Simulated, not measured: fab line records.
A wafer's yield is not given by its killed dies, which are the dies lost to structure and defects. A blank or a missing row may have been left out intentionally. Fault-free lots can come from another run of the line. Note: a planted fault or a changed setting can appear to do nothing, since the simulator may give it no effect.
The tool behind it: which one? | flow nand harc | 21 wafers sampled from 7 lots at 1 step of a route of 1302

## WHAT THE GAUGES SHOWED, per wafer
NHARC_A_CHANNEL_HOLE_D1_CD_MEAS_18.
lot  | measured     | on        | cd nm (nm)
L350 | day 9 14:25  | cd sem-02 | 99.6 98.1 99.4
L353 | day 10 14:45 | cd sem-02 | 99.3 97.5 98.8
L356 | day 12 00:55 | cd sem-02 | 100.6 102.2 100.9
L358 | day 12 22:32 | cd sem-02 | 98.5 97.9 98.0
L366 | day 15 22:21 | cd sem-01 | 101.9 98.6 101.5
L368 | day 17 01:58 | cd sem-02 | 99.9 99.9 98.7
L370 | day 17 13:44 | cd sem-03 | 100.6 100.1 97.8

## WHAT TOOL EACH LOT RAN ON (gives the tool, then ch and the chambers of the sampled wafers, and finally the start)
Record: no process step prior to these readings.

## THE ANSWER, worked out from the rows above alone
Rule: what is usual is taken from the lots themselves. The widest of any qualifying gaps counts: lots, ordered by their means at a reading, are off when they make up no more than a third of the lots, leave a main group of 4 or more, and stand apart from it by 3 or more times the standard deviation of that group's means. The tables above print the reading to a certain number of digits; a main group whose means all agree to those digits is not used. Also off: a lot with no number at a reading for which 4 or more lots have one. Any other lot the step has rows for is counted as sound.
None of the lots is off at any reading shown; this tells nothing.

## WHAT THE SIMULATOR HAD PUT IN
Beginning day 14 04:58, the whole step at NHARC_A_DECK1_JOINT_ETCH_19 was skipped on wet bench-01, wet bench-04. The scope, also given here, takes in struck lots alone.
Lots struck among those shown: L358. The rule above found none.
